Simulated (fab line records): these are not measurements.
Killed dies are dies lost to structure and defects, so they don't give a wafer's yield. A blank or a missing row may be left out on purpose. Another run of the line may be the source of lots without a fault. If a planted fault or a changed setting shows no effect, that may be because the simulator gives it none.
Chamber matching | flow n5_finfet | N5_BEOL_M15_CMP_49 on cmp-04: 4 sister chambers
The step polishes, stops on SiO2, t overpolish 4.9 s, target thk 850 nm. 4 wafers are shown with their chamber, then 11 later ones without.

== WAFERS PAIRED WITH THEIR CHAMBERS ==
wafer  | chamber | motor_current_A (A)
L091.1 | 3       | 8.6
L091.2 | 2       | 7.7
L091.3 | 1       | 7.6
L090.3 | 0       | 7.5

== WAFERS WITHOUT THEIR CHAMBER ==
wafer  | motor_current_A (A)
L090.5 | 8.6
L090.6 | 7.7
L092.2 | 8.3
L092.4 | 7.7
L092.6 | 7.6
L096.1 | 7.6
L096.2 | 7.5
L096.5 | 8.4
L097.2 | 7.8
L097.3 | 9.0
L097.4 | 7.7

== WHICH CHAMBER EACH ONE RAN IN ==
wafer  | from the rows above          | in truth
L090.5 | 3                            | 3
L090.6 | can't be placed: 2 or 1 or 0 | 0
L092.2 | can't be placed: 3 or 2      | 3
L092.4 | can't be placed: 2 or 1 or 0 | 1
L092.6 | can't be placed: 1 or 0 or 2 | 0
L096.1 | can't be placed: 1 or 0 or 2 | 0
L096.2 | can't be placed: 0 or 1 or 2 | 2
L096.5 | 3                            | 3
L097.2 | can't be placed: 2 or 1 or 0 | 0
L097.3 | 3                            | 3
L097.4 | can't be placed: 2 or 1 or 0 | 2
3 of 11 placed correctly. From these rows, 8 cannot be placed; in 8 the true chamber is one of the candidates. Placed wrongly: 0.
How it was worked out, from the rows above alone: a wafer's distance from a chamber is the root of the sum, over the readings, of the square of ((its reading less the chamber's mean) divided by the reading's scatter). The wafer belongs to the nearest chamber; if the next one is less than 2 further off, it can't be placed. Each chamber's mean is taken over the wafers shown for it. The scatter: with one shown wafer a chamber, the root of the mean of the squares of how far each hidden wafer lies from its nearest shown one.
